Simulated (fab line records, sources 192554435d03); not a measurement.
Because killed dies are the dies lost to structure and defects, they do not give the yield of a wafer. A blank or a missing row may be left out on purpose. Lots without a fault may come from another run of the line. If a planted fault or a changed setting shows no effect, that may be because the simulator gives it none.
2 desks looking at one fault	flow n5Finfet	only its own numbers are on each desk; what lay behind them is given at the end

== FROM THE METROLOGY DESK ==
Lot by lot, what the gauges showed, no matter which tool ran the lot: averages of those sampled wafers that carry a number. A lot is out of limits, marked OUT, if its mean lies more than 4 standard deviations from the usual mean; the brackets give that distance.
Columns: A = cdNm at N5_PASSIVATION_CD_MEAS_30, usual 4000.1 nm
lot	first seen here	A
L224	day 13 23:31	4000.4
L226	day 13 23:40	4000.0
L227	day 14 06:16	3999.9
L228	day 14 14:31	3997.9
L231	day 15 08:18	4003.7
L234	day 15 21:23	4002.0
L236	day 16 04:25	3999.8
L239	day 17 20:17	4000.6
L242	day 18 21:04	3999.7
L244	day 19 11:43	4001.0
L247	day 19 20:49	3999.7
This desk's finding: nothing out of limits on any of the 11 lots.

== FOR THE TOOL OWNER'S DESK: pvdSputter-01 ==
The tool's own readings at N5_BEOL_M1_SPUTTER_96 (material Cu, target thk 4.5 nm, time 8.29 s): means of the sampled wafers that have a number, for each lot that ran on this tool. A lot is out of limits, marked OUT, if its mean lies more than 4 standard deviations from the usual mean; the brackets give that distance.
Columns: A = susceptorTempC at N5_BEOL_M1_SPUTTER_96, usual -20.00 C; B = throttleValvePct at N5_BEOL_M1_SPUTTER_96, usual 30.6 %
lot	first seen here	A	B
L224	day 6 20:12	-19.91	30.8
L226	day 7 05:54	-19.92	30.3
L228	day 7 19:42	-20.03	30.8
L231	day 8 11:07	-20.03	31.1
L236	day 9 09:06	-20.02	31.1
This desk's finding: nothing out of limits on any of the 5 lots.

== BROUGHT TOGETHER ==
From the metrology desk's view, nothing was out of limits.
The tool owner's desk saw nothing out of limits.

== WHAT THE SIMULATOR PUT IN ==
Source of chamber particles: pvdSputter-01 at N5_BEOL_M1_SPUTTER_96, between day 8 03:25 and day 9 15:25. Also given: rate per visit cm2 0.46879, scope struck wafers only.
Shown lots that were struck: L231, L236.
